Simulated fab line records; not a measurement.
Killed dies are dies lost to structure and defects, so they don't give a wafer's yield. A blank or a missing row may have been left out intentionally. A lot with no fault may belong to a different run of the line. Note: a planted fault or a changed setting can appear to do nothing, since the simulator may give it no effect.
Chamber matching	flow nand harc	NHARC_A_STAIRCASE_DESCUM_443 on rie diel-04: 4 sister chambers
The step chemistry O2, time 3 s. 16 wafers are shown with their chamber, then 8 later ones without.

## WAFERS PAIRED WITH THEIR CHAMBERS
wafer	chamber	showerhead plenum p Torr (Torr)	drypump motor current A (A)	rf vpp V (V)
L077.1	3	1.98	5.2	57.2
L077.3	0	1.79	5.0	56.2
L077.5	2	1.87	5.7	56.8
L082.3	2	1.86	5.7	57.8
L082.4	1	1.83	6.2	56.8
L082.6	1	1.83	6.2	59.0
L085.1	3	1.98	5.3	56.5
L085.3	0	1.79	5.0	56.3
L085.5	1	1.83	6.2	56.8
L087.2	1	1.83	6.2	57.6
L087.3	3	1.98	5.3	57.8
L087.5	1	1.83	6.2	57.6
L084.2	3	1.98	5.3	56.4
L084.3	1	1.83	6.2	57.0
L084.4	2	1.86	5.7	57.8
L089.3	2	1.86	5.7	58.5

SIGNATURES (means of the wafers above)
reading	chamber 0	chamber 1	chamber 2	chamber 3	scatter within a chamber
showerhead plenum p Torr	1.7900	1.8300	1.8625	1.9800	0.0025
drypump motor current A	5.000	6.200	5.700	5.275	0.025
rf vpp V	56.250	57.467	57.725	56.975	0.722
Rule: for a wafer and a chamber, the distance is found by dividing, reading by reading, the gap between the wafer's reading and the chamber's mean by the reading's scatter, squaring, summing and taking the root. The wafer belongs to the nearest chamber; if the next one is less than 2 further off, it can't be placed. The scatter: the root of (the sum of the squares of (reading less its chamber's mean) over the shown wafers, divided by (wafers less chambers)).

## WAFERS WHOSE CHAMBER IS MISSING
wafer	showerhead plenum p Torr (Torr)	drypump motor current A (A)	rf vpp V (V)
L089.4	1.83	6.2	57.5
L089.5	1.78	5.0	56.5
L088.1	1.98	5.3	58.4
L088.3	1.78	5.0	57.9
L088.6	1.98	5.3	58.5
L091.4	1.97	5.3	58.2
L091.5	1.85	5.7	57.3
L091.6	1.83	6.2	57.6

## THE CHAMBER EACH PASSED THROUGH
wafer	from the rows above	in truth
L089.4	1	1
L089.5	0	0
L088.1	3	3
L088.3	0	0
L088.6	3	3
L091.4	3	3
L091.5	2	2
L091.6	1	1
Correctly placed: 8 of 8. Not placeable from these rows: 0. Wrongly placed: 0.
